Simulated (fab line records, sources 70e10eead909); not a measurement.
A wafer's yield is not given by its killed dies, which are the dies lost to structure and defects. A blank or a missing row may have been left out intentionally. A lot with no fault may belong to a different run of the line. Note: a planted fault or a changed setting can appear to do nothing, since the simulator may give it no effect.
fab line records | flow nandHarc | part 1 of 2: steps 1 to 24 of 35
record lots=5 | wafers=15 | lastDay=31
route steps=1302 shown A_STAIRCASE@866 A_SGD_CUT@890
lots with no fault: from the same line, run without faults
startH: hours from the record's first day to the start of the lot's first wafer shown | waitH: hours since the lot's step before | " the same as in the row above | L1.1+2: one row covering several wafers at once | - no value, or no start given | * or withheld: withheld | < > ~ a bound
route shown NAME@n: a module of which the file shows steps, and the number in the route of the first | usual: mean/standard deviation of fault-free wafers | same: alike in all rows | chamber/n: place in a boat | sites: each site's reading | _std_site: the standard deviation of these | _edge_site: mean of outer sites minus mean of inner sites | radiusMm: how far each site lies from the wafer's centre | mask NAME#n: copy n | behind: the last tool/chamber to shape the wafer | hold: the reason the lot was held/the length of the hold in hours/how it ended | device: the n, p or np transistor that did not switch | end of line: tests of these same wafers at the route's end | a step given without rows: its recipe and nothing more | killed: count of dies lost to structure and defects at first sort (not the wafer's yield) | map: dies across one wafer; x = killed, . = not, _ = none there
set.NAME: setting as actually run; set.NAME@STEP: the setting as run at that earlier step | model.NAME: the simulator's own value behind a step, which no gauge read
certain route steps with their lots: each step a table, each wafer a row
services: a tool's chamber out of use, with start hour (startH, from the record's first day; less than 0 if before it), hours out, and reason
## steps
# step NHARC_A_STAIRCASE_DEVELOP_440
# recipe timeS=140
# same timeS=140
lot.wafer  | tool          | chamber | startH | waitH
L075.2+4+6 | lithoTrack-05 | 0       | -      | -
L083.4+5+6 | lithoTrack-05 | 0       | -      | -
L088.2+3+6 | lithoTrack-03 | 0       | -      | -
L090.1+4+5 | lithoTrack-07 | 0       | -      | -
L093.3+5+6 | lithoTrack-03 | 0       | -      | -
# step NHARC_A_STAIRCASE_HARDBAKE_442
# recipe tempC=120 | timeS=140
# usual heaterPowerTotalW=127.35/0.27
# same timeS=140
lot.wafer | tool          | chamber | startH | waitH | heaterPowerTotalW
L075.2    | lithoTrack-05 | 0       | 438.41 | -     | 127.49
L075.4    | "             | 0       | "      | "     | 127.26
L075.6    | "             | 0       | "      | "     | 127.09
L083.4    | lithoTrack-03 | 0       | 512.21 | -     | 127.26
L083.5    | "             | 0       | "      | "     | 127.54
L083.6    | "             | 0       | "      | "     | 127.42
L088.2    | lithoTrack-05 | 0       | 567.91 | -     | 126.85
L088.3    | "             | 0       | "      | "     | 127.18
L088.6    | "             | 0       | "      | "     | 127.12
L090.1    | lithoTrack-07 | 0       | 580.38 | -     | 127.18
L090.4    | "             | 0       | "      | "     | 127.01
L090.5    | "             | 0       | "      | "     | 127.22
L093.3    | lithoTrack-07 | 0       | 614.97 | -     | 127.38
L093.5    | "             | 0       | "      | "     | 127.19
L093.6    | "             | 0       | "      | "     | 127.09
# step NHARC_A_STAIRCASE_DESCUM_443
# recipe timeS=3 | o2FlowSccm=200 | arFlowSccm=0 | biasPowerW=0 | chemistry=O2
# usual drypumpMotorCurrentA=5.5/0.6 | oesProductAu=0.999/0.0093 | rfVppV=57.7/0.89 | showerheadPlenumPTorr=1.90/0.08 | throttleValvePct=11.311/0.0091
# same biasPowerW=0 | timeS=3
lot.wafer | tool       | chamber | startH | waitH | drypumpMotorCurrentA | oesProductAu | rfHoursCounterH | rfVppV | showerheadPlenumPTorr | throttleValvePct
L075.2    | rieDiel-06 | 3       | 438.50 | -     | 6.5                  | 1.005        | 42              | 57.1   | 1.78                  | 11.306
L075.4    | "          | 2       | "      | "     | 5.0                  | 0.997        | 49              | 58.9   | 1.88                  | 11.290
L075.6    | "          | 3       | "      | "     | 6.5                  | 0.997        | -               | 58.4   | 1.78                  | 11.310
L083.4    | rieDiel-01 | 2       | 512.34 | -     | 5.7                  | 0.978        | 41              | 58.0   | 1.89                  | 11.324
L083.5    | "          | 3       | "      | "     | 4.9                  | 1.008        | -               | 57.9   | 1.80                  | 11.310
L083.6    | "          | 0       | "      | "     | 5.5                  | 0.993        | -               | 57.0   | 1.90                  | 11.308
L088.3    | rieDiel-01 | 2       | 568.02 | -     | 5.7                  | 0.985        | 0               | 58.4   | 1.89                  | 11.322
L088.2    | "          | 3       | "      | "     | 4.9                  | 0.987        | 0               | 56.1   | 1.80                  | 11.303
L088.6    | "          | 2       | "      | "     | 5.7                  | 0.989        | -               | 58.9   | 1.89                  | 11.311
L090.4    | rieDiel-01 | 2       | 580.49 | -     | 5.7                  | 0.994        | 5               | 57.6   | 1.88                  | 11.319
L090.1    | "          | 0       | "      | "     | 5.5                  | 0.992        | 7               | 56.7   | 1.89                  | 11.315
L090.5    | "          | 1       | "      | "     | 6.7                  | 1.010        | -               | 58.6   | 1.92                  | 11.319
L093.3    | rieDiel-01 | 1       | 615.06 | -     | 6.7                  | 1.013        | 17              | 58.8   | 1.91                  | 11.315
L093.6    | "          | 0       | "      | "     | 5.5                  | 0.992        | -               | 59.1   | 1.89                  | 11.302
L093.5    | "          | 1       | "      | "     | 6.7                  | 1.018        | -               | 56.1   | 1.92                  | 11.295
# step NHARC_A_STAIRCASE_ETCH_444
# recipe targetDepthA=2.04e+05 | timeS=6800 | c4f8FlowSccm=20 | o2FlowSccm=10 | arFlowSccm=withheld | rfW=600 | biasW=1000 | chemistry=C4F8/O2
# usual biasW=1000/3.7 | oesProductAu=0.930/0.019 | rfVppV=807/4.7
# same timeS=6800
lot.wafer | tool       | chamber | startH | waitH | biasW | oesProductAu | rfHoursCounterH | rfVppV
L075.2    | rieDiel-06 | 1       | 438.58 | 0.1   | 999   | 0.899        | 46              | 809
L075.4    | "          | 0       | 440.01 | 1.5   | 996   | 0.926        | 40              | 810
L075.6    | "          | 2       | "      | "     | 997   | 0.926        | -               | 804
L083.4    | rieDiel-01 | 2       | 512.89 | 0.5   | 998   | 0.909        | 42              | 805
L083.6    | "          | 1       | 514.32 | 2.0   | 995   | 0.929        | -               | 808
L083.5    | "          | 2       | "      | "     | 1002  | 0.910        | -               | 806
L088.2    | rieDiel-01 | 1       | 568.56 | 0.5   | 997   | 0.977        | 1               | 807
L088.3    | "          | 3       | "      | "     | 998   | 0.936        | 1               | 801
L088.6    | "          | 1       | "      | "     | 1001  | 0.981        | -               | 808
L090.1    | rieDiel-01 | 3       | 580.56 | 0.1   | 995   | 0.972        | 6               | 802
L090.4    | "          | 2       | 581.97 | 1.5   | 1003  | 0.949        | 6               | 804
L090.5    | "          | 3       | "      | "     | 993   | 0.967        | -               | 800
L093.3    | rieDiel-01 | 3       | 616.57 | 1.5   | 1001  | 0.970        | 20              | 800
L093.6    | "          | 0       | "      | "     | 1004  | 0.961        | -               | 806
L093.5    | "          | 1       | "      | "     | 1000  | 0.972        | -               | 806
# step NHARC_A_STAIRCASE_STRIP_446
# recipe powerW=1500 | tempC=250 | chemistry=O2
# usual drypumpMotorCurrentA=5.5/0.34 | heaterPowerW=326/12
lot.wafer | tool           | chamber | startH | waitH | drypumpMotorCurrentA | heaterPowerW | rfHoursCounterH
L075.2    | plasmaAsher-02 | 1       | 442.98 | 0.0   | 6.1                  | 309          | 3
L075.4    | "              | 1       | "      | "     | 6.1                  | 298          | -
L075.6    | "              | 1       | "      | "     | 6.1                  | 310          | -
L083.4    | plasmaAsher-02 | 1       | 516.93 | 0.1   | 6.1                  | 307          | -
L083.6    | "              | 1       | "      | "     | 6.1                  | 302          | -
L083.5    | "              | 0       | "      | "     | 5.3                  | 320          | -
L088.2    | plasmaAsher-02 | 1       | 572.46 | 0.1   | 6.1                  | 308          | 32
L088.3    | "              | 1       | "      | "     | 6.1                  | 300          | -
L088.6    | "              | 1       | "      | "     | 6.2                  | 305          | -
L090.1    | plasmaAsher-01 | 0       | 584.92 | 0.0   | 5.4                  | 336          | 11
L090.4    | "              | 1       | "      | "     | 5.3                  | 324          | -
L090.5    | "              | 0       | "      | "     | 5.4                  | 331          | -
L093.3    | plasmaAsher-01 | 1       | 619.63 | 0.1   | 5.3                  | 327          | -
L093.5    | "              | 1       | "      | "     | 5.3                  | 333          | -
L093.6    | "              | 0       | "      | "     | 5.4                  | 322          | -
# step NHARC_A_STAIRCASE_STRIP_447
# recipe timeS=900 | tempC=130 | chemistry=SPM
# same timeS=900
lot.wafer  | tool        | chamber | startH | waitH
L075.6+4+2 | wetBench-06 | 1,5,6   | 443.33 | 0.1
L083.4+5+6 | wetBench-06 | 3,4,7   | 517.19 | 0.2
L088.2+3+6 | wetBench-09 | 1,5,6   | 572.76 | 0.3
L090.4+1+5 | wetBench-06 | 2,3,5   | 585.28 | 0.2
L093.5+3+6 | wetBench-09 | 5,7,0   | 619.89 | 0.1
# step NHARC_A_STAIRCASE_PRECLEAN_448
# recipe timeS=* | tempC=50 | bathAgeMin=0 | chemistry=SC1
# usual diwFlowMLMin=1415/4.1
# same timeS=*
lot.wafer | tool        | chamber | startH | waitH | diwFlowMLMin
L075.6    | wetBench-06 | 1       | -      | -     | 1415
L075.4    | "           | 5       | "      | "     | 1409
L075.2    | "           | 6       | "      | "     | 1421
L083.4    | wetBench-06 | 3       | -      | -     | 1417
L083.5    | "           | 4       | "      | "     | 1422
L083.6    | "           | 7       | "      | "     | 1414
L088.2    | wetBench-09 | 1       | -      | -     | 1413
L088.3    | "           | 5       | "      | "     | 1413
L088.6    | "           | 6       | "      | "     | 1415
L090.4    | wetBench-06 | 2       | -      | -     | 1411
L090.1    | "           | 3       | "      | "     | 1414
L090.5    | "           | 5       | "      | "     | 1411
L093.5    | wetBench-09 | 5       | -      | -     | 1419
L093.3    | "           | 7       | "      | "     | 1410
L093.6    | "           | 0       | "      | "     | 1421
# step NHARC_A_STAIRCASE_SRD_449
lot.wafer  | tool        | chamber | startH | waitH
L075.6+4+2 | wetBench-06 | 1,5,6   | -      | -
L083.4+5+6 | wetBench-06 | 3,4,7   | -      | -
L088.2+3+6 | wetBench-09 | 1,5,6   | -      | -
L090.4+1+5 | wetBench-06 | 2,3,5   | -      | -
L093.5+3+6 | wetBench-09 | 5,7,0   | -      | -
# step NHARC_A_STAIRCASE_CMP_450
# recipe targetThkNm=200 | material=SiO2
# usual motorCurrentA=12.6/1.6
lot.wafer | tool   | chamber | startH | waitH | motorCurrentA
L075.4    | cmp-03 | 3       | 443.79 | -     | 13.8
L075.2    | "      | 0       | "      | "     | 12.4
L075.6    | "      | 0       | "      | "     | 12.8
L083.4    | cmp-03 | 3       | 517.63 | -     | 13.3
L083.6    | "      | 3       | "      | "     | 13.0
L083.5    | "      | 0       | "      | "     | 12.3
L088.2    | cmp-04 | 0       | 573.22 | -     | 9.4
L088.3    | "      | 3       | "      | "     | 12.6
L088.6    | "      | 1       | "      | "     | 16.7
L090.1    | cmp-04 | 0       | 585.75 | -     | 9.4
L090.4    | "      | 1       | "      | "     | 15.5
L090.5    | "      | 2       | "      | "     | 12.0
L093.3    | cmp-03 | 1       | 620.35 | -     | 11.9
L093.6    | "      | 0       | "      | "     | 12.7
L093.5    | "      | 1       | "      | "     | 11.8
# step NHARC_A_STAIRCASE_CMP_152
# usual motorCurrentA=12.6/1.6
lot.wafer | tool   | chamber | startH | waitH | motorCurrentA
L075.4    | cmp-03 | 3       | 443.86 | 0.1   | 13.5
L075.2    | "      | 0       | "      | "     | 12.9
L075.6    | "      | 0       | "      | "     | 12.5
L083.4    | cmp-03 | 3       | 517.71 | 0.1   | 13.7
L083.6    | "      | 3       | "      | "     | 13.1
L083.5    | "      | 0       | "      | "     | 12.4
L088.2    | cmp-04 | 0       | 573.29 | 0.1   | 9.1
L088.3    | "      | 3       | "      | "     | 12.2
L088.6    | "      | 1       | "      | "     | 15.3
L090.1    | cmp-04 | 0       | 585.82 | 0.1   | 9.8
L090.4    | "      | 1       | "      | "     | 15.4
L090.5    | "      | 2       | "      | "     | 11.2
L093.3    | cmp-03 | 1       | 620.43 | 0.1   | 12.0
L093.6    | "      | 0       | "      | "     | 13.0
L093.5    | "      | 1       | "      | "     | 11.4
# step NHARC_A_STAIRCASE_SRD_154
lot.wafer  | tool        | chamber | startH | waitH
L075.4+6+2 | wetBench-06 | 5,7,2   | 444.15 | 0.0
L083.4+6+5 | wetBench-04 | 6,7,2   | 518.00 | 0.0
L088.6+3+2 | wetBench-09 | 2,3,6   | 573.59 | 0.0
L090.1+4+5 | wetBench-09 | 1,3,4   | 586.09 | 0.0
L093.6+5+3 | wetBench-04 | 5,0,1   | 620.71 | 0.0
# step NHARC_A_STAIRCASE_ETCH_403
# recipe targetDepthA=1082 | chemistry=dHF | material=SiO2
lot.wafer  | tool        | chamber | startH | waitH
L075.4+6+2 | wetBench-06 | 5,7,2   | 444.17 | 0.0
L083.4+6+5 | wetBench-04 | 6,7,2   | 518.02 | 0.0
L088.6+3+2 | wetBench-09 | 2,3,6   | 573.62 | 0.0
L090.1+4+5 | wetBench-09 | 1,3,4   | 586.12 | 0.0
L093.6+5+3 | wetBench-04 | 5,0,1   | 620.76 | 0.0
# step NHARC_A_STAIRCASE_ETCHBACK_422
# recipe targetDepthA=400 | overEtchFrac=0.3 | timeS=74.286 | ionEnergyEv=120 | ch3fFlowSccm=50 | o2FlowSccm=30 | arFlowSccm=200 | rfW=500 | biasW=100 | chemistry=CH3F/O2
# usual biasW=99.90/0.29 | ch3fFlowSccm=50.00/0.15 | drypumpMotorCurrentA=5.5/0.61 | oesProductAu=0.96/0.038 | rfVppV=244.1/1.7 | showerheadPlenumPTorr=2.45/0.1 | throttleValvePct=20.664/0.0096
# same timeS=74.286
lot.wafer | tool       | chamber | startH | waitH | biasW  | ch3fFlowSccm | drypumpMotorCurrentA | oesProductAu | rfHoursCounterH | rfVppV | showerheadPlenumPTorr | throttleValvePct
L075.2    | rieDiel-05 | 0       | 444.33 | 0.1   | 100.08 | 50.10        | 5.3                  | 0.99         | 7               | 243.6  | 2.41                  | 20.646
L075.4    | "          | 2       | "      | "     | 99.30  | 50.18        | 6.3                  | 0.98         | 7               | 242.0  | 2.37                  | 20.662
L075.6    | "          | 1       | "      | "     | 99.99  | 49.98        | 4.8                  | 1.01         | -               | 242.2  | 2.35                  | 20.665
L083.4    | rieDiel-06 | 1       | 518.17 | 0.1   | 100.21 | 49.85        | 5.5                  | 0.92         | 10              | 244.9  | 2.50                  | 20.661
L083.6    | "          | 1       | "      | "     | 100.02 | 49.93        | 5.5                  | 0.93         | -               | 246.8  | 2.50                  | 20.661
L083.5    | "          | 2       | "      | "     | 99.65  | 49.92        | 5.0                  | 0.92         | -               | 244.1  | 2.41                  | 20.664
L088.3    | rieDiel-01 | 1       | 573.78 | 0.2   | 100.10 | 50.09        | 6.7                  | 1.01         | 5               | 243.4  | 2.46                  | 20.664
L088.2    | "          | 2       | "      | "     | 100.28 | 50.08        | 5.7                  | 1.00         | 4               | 244.4  | 2.42                  | 20.658
L088.6    | "          | 0       | "      | "     | 99.91  | 50.10        | 5.5                  | 1.00         | -               | 244.5  | 2.43                  | 20.659
L090.4    | rieDiel-01 | 3       | 586.26 | 0.1   | 100.22 | 50.01        | 4.9                  | 1.01         | 10              | 243.4  | 2.31                  | 20.644
L090.1    | "          | 2       | "      | "     | 100.27 | 49.97        | 5.7                  | 1.00         | 8               | 244.9  | 2.42                  | 20.672
L090.5    | "          | 3       | "      | "     | 100.10 | 50.04        | 4.9                  | 1.00         | -               | 241.3  | 2.31                  | 20.674
L093.3    | rieDiel-05 | 0       | 620.95 | 0.1   | 99.97  | 50.09        | 5.3                  | 0.99         | 8               | 242.9  | 2.39                  | 20.659
L093.6    | "          | 3       | "      | "     | 100.26 | 49.72        | 4.9                  | 0.97         | -               | 247.4  | 2.63                  | 20.661
L093.5    | "          | 0       | "      | "     | 99.90  | 50.29        | 5.3                  | 1.00         | -               | 243.5  | 2.39                  | 20.655
# step NHARC_A_STAIRCASE_ETCH_423
# recipe targetDepthA=300 | chemistry=dHF | material=SiO2
lot.wafer  | tool        | chamber | startH | waitH
L075.2+6+4 | wetBench-06 | 7,0,4   | 444.49 | 0.2
L083.6+4+5 | wetBench-09 | 2,3,4   | 518.36 | 0.1
L088.3+6+2 | wetBench-06 | 7,0,1   | 573.96 | 0.2
L090.1+5+4 | wetBench-06 | 4,7,1   | 586.42 | 0.1
L093.6+5+3 | wetBench-09 | 5,7,0   | 621.11 | 0.1
# step NHARC_A_STAIRCASE_ETCHBACK_157
# recipe targetDepthA=900 | overEtchFrac=0.3 | timeS=167.14 | ionEnergyEv=120 | ch3fFlowSccm=50 | o2FlowSccm=30 | arFlowSccm=200 | rfW=500 | biasW=100 | chemistry=CH3F/O2
# usual biasW=100.0/0.31 | ch3fFlowSccm=49.99/0.14 | drypumpMotorCurrentA=5.5/0.64 | oesProductAu=0.97/0.033 | rfVppV=244.1/1.6 | showerheadPlenumPTorr=2.45/0.1 | throttleValvePct=20.664/0.0085
# same timeS=167.14
lot.wafer | tool       | chamber | startH | waitH | biasW | ch3fFlowSccm | drypumpMotorCurrentA | oesProductAu | rfHoursCounterH | rfVppV | showerheadPlenumPTorr | throttleValvePct
L075.2    | rieDiel-06 | 3       | 444.71 | 0.2   | 100.1 | 49.98        | 6.5                  | 0.92         | 46              | 242.5  | 2.29                  | 20.674
L075.4    | "          | 0       | "      | "     | 100.4 | 49.79        | 5.7                  | 0.93         | 42              | 245.5  | 2.56                  | 20.664
L075.6    | "          | 3       | "      | "     | 100.0 | 49.90        | 6.5                  | 0.92         | -               | 242.5  | 2.29                  | 20.667
L083.4    | rieDiel-05 | 3       | 518.60 | 0.2   | 100.2 | 49.75        | 4.9                  | 0.92         | 29              | 246.2  | 2.65                  | 20.653
L083.6    | "          | 0       | "      | "     | 100.0 | 50.02        | 5.3                  | 0.92         | -               | 244.2  | 2.41                  | 20.663
L083.5    | "          | 1       | "      | "     | 100.3 | 50.22        | 4.8                  | 0.93         | -               | 242.4  | 2.34                  | 20.660
L088.3    | rieDiel-01 | 3       | 574.17 | 0.2   | 100.0 | 50.19        | 4.9                  | 1.00         | 4               | 241.2  | 2.32                  | 20.673
L088.2    | "          | 0       | "      | "     | 99.9  | 49.86        | 5.5                  | 1.01         | 5               | 245.1  | 2.43                  | 20.660
L088.6    | "          | 2       | "      | "     | 100.6 | 49.91        | 5.7                  | 0.99         | -               | 244.3  | 2.42                  | 20.678
L090.1    | rieDiel-01 | 3       | 586.66 | 0.2   | 99.7  | 49.81        | 4.9                  | 1.00         | 10              | 243.4  | 2.31                  | 20.657
L090.4    | "          | 0       | "      | "     | 100.1 | 49.78        | 5.5                  | 1.00         | 11              | 243.1  | 2.43                  | 20.651
L090.5    | "          | 1       | "      | "     | 100.4 | 49.78        | 6.8                  | 1.01         | -               | 244.5  | 2.46                  | 20.671
L093.3    | rieDiel-06 | 1       | 621.33 | 0.2   | 99.5  | 50.10        | 5.4                  | 0.93         | 45              | 243.6  | 2.49                  | 20.675
L093.6    | "          | 0       | "      | "     | 99.9  | 50.11        | 5.7                  | 0.92         | -               | 246.0  | 2.53                  | 20.657
L093.5    | "          | 1       | "      | "     | 99.4  | 50.10        | 5.5                  | 0.92         | -               | 245.1  | 2.49                  | 20.668
# step NHARC_A_STAIRCASE_STRIP_475
# recipe timeS=20 | o2FlowSccm=500 | arFlowSccm=0 | biasW=0 | chemistry=O2
# usual drypumpMotorCurrentA=5.5/0.64 | oesProductAu=0.998/0.01 | rfVppV=57.8/0.87 | showerheadPlenumPTorr=3.51/0.15 | throttleValvePct=17.036/0.0091
# same biasW=0 | timeS=20
lot.wafer | tool       | chamber | startH | waitH | drypumpMotorCurrentA | oesProductAu | rfHoursCounterH | rfVppV | showerheadPlenumPTorr | throttleValvePct
L075.2    | rieDiel-06 | 3       | -      | -     | 6.5                  | 1.003        | 46              | 57.5   | 3.29                  | 17.029
L075.4    | "          | 0       | "      | "     | 5.6                  | 1.003        | 42              | 57.3   | 3.66                  | 17.034
L075.6    | "          | 3       | "      | "     | 6.5                  | 0.996        | -               | 56.7   | 3.29                  | 17.042
L083.4    | rieDiel-05 | 2       | -      | -     | 6.3                  | 1.002        | 30              | 57.2   | 3.40                  | 17.039
L083.5    | "          | 0       | "      | "     | 5.2                  | 0.997        | -               | 56.5   | 3.46                  | 17.023
L083.6    | "          | 1       | "      | "     | 4.8                  | 1.014        | -               | 57.3   | 3.37                  | 17.045
L088.3    | rieDiel-01 | 0       | -      | -     | 5.5                  | 0.995        | 5               | 57.9   | 3.49                  | 17.028
L088.2    | "          | 3       | "      | "     | 4.9                  | 0.996        | 4               | 57.4   | 3.33                  | 17.035
L088.6    | "          | 0       | "      | "     | 5.5                  | 1.009        | -               | 58.4   | 3.49                  | 17.041
L090.4    | rieDiel-01 | 0       | -      | -     | 5.5                  | 1.001        | 11              | 58.2   | 3.49                  | 17.040
L090.1    | "          | 1       | "      | "     | 6.7                  | 1.025        | 10              | 57.7   | 3.53                  | 17.022
L090.5    | "          | 3       | "      | "     | 4.9                  | 1.000        | -               | 55.5   | 3.33                  | 17.033
L093.3    | rieDiel-06 | 3       | -      | -     | 6.5                  | 0.995        | 48              | 56.9   | 3.78                  | 17.029
L093.5    | "          | 0       | "      | "     | 5.6                  | 1.002        | -               | 58.5   | 3.63                  | 17.032
L093.6    | "          | 1       | "      | "     | 5.5                  | 0.998        | -               | 57.6   | 3.57                  | 17.055
# step NHARC_A_STAIRCASE_DEP_471
# recipe targetThkA=1000 | tempC=400 | pressureTorr=6.5 | rfW=900 | teosFlowSccm=161.4 | flowSccm=2650 | targetThkNm=100 | gas=O2 | material=SiO2
# usual heaterPowerW=547/84 | mfcPrecursorSccm=161.4/0.54 | showerheadVppV=1855/68 | throttleValvePct=15.8/0.8
lot.wafer | tool     | chamber | startH | waitH | heaterPowerW | mfcPrecursorSccm | showerheadVppV | sinceWetCleanH | throttleValvePct
L075.2    | pecvd-01 | 2       | 445.17 | -     | 572          | 161.6            | 1721           | 121            | 16.1
L075.4    | "        | 1       | "      | "     | 512          | 161.2            | 1862           | -              | 15.2
L075.6    | "        | 2       | "      | "     | 580          | 162.4            | 1724           | -              | 16.2
L083.6    | pecvd-04 | 0       | 518.91 | -     | 571          | 161.0            | 1830           | -              | 15.3
L083.5    | "        | 1       | "      | "     | 709          | 161.1            | 1919           | -              | 15.4
L083.4    | "        | 2       | "      | "     | 520          | 162.2            | 1794           | -              | 17.0
L088.3    | pecvd-01 | 1       | 574.44 | -     | 614          | 161.9            | 1875           | 69             | 15.4
L088.2    | "        | 2       | "      | "     | 559          | 159.8            | 1706           | 69             | 16.3
L088.6    | "        | 2       | "      | "     | 582          | 161.3            | 1737           | -              | 16.4
L090.1    | pecvd-04 | 0       | 586.90 | -     | 617          | 160.5            | 1863           | 124            | 15.4
L090.5    | "        | 1       | "      | "     | 734          | 162.0            | 1857           | -              | 15.6
L090.4    | "        | 2       | "      | "     | 508          | 161.6            | 1785           | -              | 17.1
L093.3    | pecvd-04 | 2       | 621.59 | -     | 561          | 162.1            | 1785           | 158            | 17.3
L093.6    | "        | 2       | "      | "     | 563          | 161.7            | 1780           | -              | 17.5
L093.5    | "        | 1       | "      | "     | 776          | 162.2            | 1900           | -              | 15.8
# step NHARC_A_STAIRCASE_CMP_472
# recipe material=SiO2
# usual motorCurrentA=12.5/1.3
lot.wafer | tool   | chamber | startH | waitH | motorCurrentA
L075.4    | cmp-02 | 0       | 445.41 | 0.2   | 11.8
L075.2    | "      | 1       | "      | "     | 12.1
L075.6    | "      | 3       | "      | "     | 12.3
L083.4    | cmp-02 | 0       | 519.13 | 0.1   | 12.4
L083.5    | "      | 3       | "      | "     | 11.8
L083.6    | "      | 0       | "      | "     | 12.2
L088.2    | cmp-04 | 0       | 574.71 | 0.2   | 10.0
L088.3    | "      | 1       | "      | "     | 15.4
L088.6    | "      | 3       | "      | "     | 12.2
L090.4    | cmp-02 | 2       | 587.18 | 0.1   | 13.4
L090.1    | "      | 3       | "      | "     | 12.0
L090.5    | "      | 2       | "      | "     | 13.1
L093.3    | cmp-03 | 3       | 621.86 | 0.2   | 12.5
L093.5    | "      | 3       | "      | "     | 13.5
L093.6    | "      | 0       | "      | "     | 13.2
# step NHARC_A_STAIRCASE_SRD_474
lot.wafer  | tool        | chamber | startH | waitH
L075.2+4+6 | wetBench-09 | 7,2,3   | 445.65 | 0.0
L083.5+6+4 | wetBench-06 | 0,1,2   | 519.38 | 0.0
L088.6+3+2 | wetBench-06 | 4,6,7   | 574.95 | 0.0
L090.5+1+4 | wetBench-04 | 7,2,3   | 587.44 | 0.0
L093.3+6+5 | wetBench-09 | 7,0,2   | 622.13 | 0.0
# step NHARC_A_STAIRCASE_INSPECT_155
# usual rawDefectCount=440/150
lot.wafer | tool             | chamber | startH | waitH | rawDefectCount
L075.2    | defectInspect-01 | -       | 445.73 | 0.1   | 319
L075.4    | "                | -       | "      | "     | 310
L075.6    | "                | -       | "      | "     | 367
L083.4    | defectInspect-02 | -       | 519.45 | 0.1   | 269
L083.5    | "                | -       | "      | "     | 290
L083.6    | "                | -       | "      | "     | 246
L088.2    | defectInspect-01 | -       | 575.02 | 0.1   | 733
L088.3    | "                | -       | "      | "     | 615
L088.6    | "                | -       | "      | "     | 591
L090.1    | defectInspect-02 | -       | 587.52 | 0.1   | 467
L090.4    | "                | -       | "      | "     | 450
L090.5    | "                | -       | "      | "     | 188
L093.3    | defectInspect-01 | -       | 622.21 | 0.1   | 363
L093.5    | "                | -       | "      | "     | 337
L093.6    | "                | -       | "      | "     | 420
# step NHARC_A_SGD_CUT_DEP_00
# recipe targetThkA=500 | tempC=400 | targetThkNm=50 | flowSccm=200 | rfW=450 | material=SiNx
# usual heaterPowerW=718/94
lot.wafer | tool     | chamber | startH | waitH | heaterPowerW | sinceWetCleanH
L075.2    | pecvd-03 | 0       | 445.80 | 0.1   | 582          | 67
L075.4    | "        | 0       | "      | "     | 593          | -
L075.6    | "        | 2       | "      | "     | 785          | -
L083.4    | pecvd-02 | 0       | 519.65 | 0.2   | 725          | -
L083.6    | "        | 1       | "      | "     | 833          | -
L083.5    | "        | 0       | "      | "     | 709          | -
L088.3    | pecvd-02 | 0       | 575.09 | 0.1   | 655          | 154
L088.2    | "        | 2       | "      | "     | 664          | 154
L088.6    | "        | 2       | "      | "     | 682          | -
L090.1    | pecvd-02 | 1       | 587.77 | 0.2   | 731          | 166
L090.4    | "        | 0       | "      | "     | 674          | -
L090.5    | "        | 1       | "      | "     | 778          | -
L093.3    | pecvd-03 | 0       | 622.30 | 0.1   | 624          | 62
L093.6    | "        | 2       | "      | "     | 758          | -
L093.5    | "        | 1       | "      | "     | 670          | -
# step NHARC_A_SGD_CUT_DEHYDRATE_01
# recipe tempC=150 | timeS=120
# usual heaterPowerTotalW=182.6/1.2
# same timeS=120
lot.wafer | tool          | chamber | startH | waitH | heaterPowerTotalW
L075.2    | lithoTrack-06 | 0       | 446.07 | 0.2   | 183.2
L075.4    | "             | 0       | "      | "     | 181.5
L075.6    | "             | 0       | "      | "     | 181.1
L083.4    | lithoTrack-06 | 0       | 519.87 | 0.2   | 181.9
L083.5    | "             | 0       | "      | "     | 180.8
L083.6    | "             | 0       | "      | "     | 181.2
L088.2    | lithoTrack-04 | 0       | 575.36 | 0.2   | 182.4
L088.3    | "             | 0       | "      | "     | 183.7
L088.6    | "             | 0       | "      | "     | 183.2
L090.1    | lithoTrack-06 | 0       | 588.01 | 0.2   | 180.8
L090.4    | "             | 0       | "      | "     | 183.5
L090.5    | "             | 0       | "      | "     | 181.4
L093.3    | lithoTrack-04 | 0       | 622.54 | 0.2   | 182.8
L093.5    | "             | 0       | "      | "     | 182.7
L093.6    | "             | 0       | "      | "     | 184.0
# step NHARC_A_SGD_CUT_HMDS_02
# recipe timeS=30
# same timeS=30
lot.wafer  | tool          | chamber | startH | waitH
L075.2+4+6 | lithoTrack-06 | 0       | -      | -
L083.4+5+6 | lithoTrack-06 | 0       | -      | -
L088.2+3+6 | lithoTrack-04 | 0       | -      | -
L090.1+4+5 | lithoTrack-06 | 0       | -      | -
L093.3+5+6 | lithoTrack-04 | 0       | -      | -
# step NHARC_A_SGD_CUT_COAT_56
# recipe tempC=260 | timeS=75
# usual heaterPowerTotalW=486.9/1.6
# same timeS=75
lot.wafer | tool          | chamber | startH | waitH | heaterPowerTotalW
L075.2    | lithoTrack-06 | 0       | -      | -     | 488.9
L075.4    | "             | 0       | "      | "     | 484.8
L075.6    | "             | 0       | "      | "     | 484.5
L083.4    | lithoTrack-06 | 0       | -      | -     | 485.1
L083.5    | "             | 0       | "      | "     | 486.7
L083.6    | "             | 0       | "      | "     | 487.2
L088.2    | lithoTrack-04 | 0       | -      | -     | 484.9
L088.3    | "             | 0       | "      | "     | 485.2
L088.6    | "             | 0       | "      | "     | 485.2
L090.1    | lithoTrack-06 | 0       | -      | -     | 488.8
L090.4    | "             | 0       | "      | "     | 487.5
L090.5    | "             | 0       | "      | "     | 488.8
L093.3    | lithoTrack-04 | 0       | -      | -     | 484.9
L093.5    | "             | 0       | "      | "     | 485.1
L093.6    | "             | 0       | "      | "     | 484.9
